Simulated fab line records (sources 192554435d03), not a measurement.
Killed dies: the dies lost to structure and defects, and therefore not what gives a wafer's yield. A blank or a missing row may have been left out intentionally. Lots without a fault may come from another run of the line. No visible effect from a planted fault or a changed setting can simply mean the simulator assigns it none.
Problem report in the 8D (eight disciplines) form, filled by code :: flow n5_finfet :: the parts of the form that need people (team, actions taken, sign-off) are left out

1. WHAT WENT WRONG
Wafers without a fault read 75.3 s, standard deviation 0.46; run_length_s at N5_BEOL_M6_ETCH_41 reads a mean of 78.3 s on 2 wafers belonging to 2 lots. Relative to the usual mean, that is a shift of +6.6 standard deviations.
The step: etches SiCN in CH3F/O2, target depth 29.7 nm, time 52 s.
First observed at day 12 17:30: wafer L967.4, on rie_diel-02. The record holds 33 wafers of 11 lots with a number at this step. By rule, "out" or "out of limits" means more than 4 standard deviations away from the usual mean. The other wafers with a number count as sound.

2. WHAT IT IS; WHAT IT IS NOT
question: which readings at this step
is: run_length_s
is not: drypump_motor_current_A, rf_vpp_V, showerhead_plenum_p_Torr, throttle_valve_pct

question: which lots
is: L966, L967
is not: L951, L957, L958, L959, L960, L964, L968, L972, L974

question: which wafers of those lots
is: L966.1, L967.4
is not: L966.2, L966.6, L967.3, L967.5

question: read on which tools
is: rie_diel-02
is not: rie_diel-03, rie_diel-06

question: when
is: from day 12 17:30
is not: up to then (23 sound wafers); but 8 sound wafers of L966, L972, L974 came after

3. SUSPECTS, AND WHAT RULES EACH OUT
Counting: any tool at a process step up to the reading remains a suspect provided it ran every lot that is out. Sound lots after the first of them don't rule it out here, since some wafers of a struck lot are sound.
- rie_diel-03 at N5_BEOL_M6_ETCH_62 (etches SOC in N2/H2, target depth 110 nm, overetch 22 nm, time 165 s): kept. Every lot that is out went through it, the first being L967 (day 12 14:05); the last sound lot it ran before that was L958 (day 10 17:49).
- rie_diel-02 at N5_BEOL_M6_ETCH_41 (etches SiCN in CH3F/O2, target depth 29.7 nm, time 52 s): kept. Every lot that is out went through it, the first being L967 (day 12 17:30); the last sound lot it ran before that was L959 (day 11 07:13). On those wafers its own readings are out: run_length_s.
Left after counting: rie_diel-03 at N5_BEOL_M6_ETCH_62, rie_diel-02 at N5_BEOL_M6_ETCH_41.

4. THE CAUSE (what the simulator had put in)
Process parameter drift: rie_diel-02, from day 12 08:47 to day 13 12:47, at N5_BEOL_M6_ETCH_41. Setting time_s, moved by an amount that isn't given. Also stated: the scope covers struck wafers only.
This tool is one of the 2 suspects left after counting.

5. THE CHAIN OF EFFECTS, in route order
Rows list readings where the struck wafers' mean (over those with a number) sits beyond 3 standard deviations from the usual. Scope: only readings with a usual standard deviation given in the record; hours: median across lots of the time from each lot's start at the first step in this table that gives one to its start at this step; sigmas: change in usual standard deviations.
hours: 0
step: N5_BEOL_M6_ETCH_41
reading: run_length_s
usual: 75.3 s
on struck wafers: 78.3
change: +3.0
sigmas: +6.6
It contains these process steps:
- N5_BEOL_M6_ETCH_41: etches SiCN in CH3F/O2, target depth 29.7 nm, time 52 s.

6. HOW IT WOULD HAVE BEEN CAUGHT EARLIER
In this record no reading fell out of limits until day 12 17:30, 9 hours after the fault had begun at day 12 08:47.
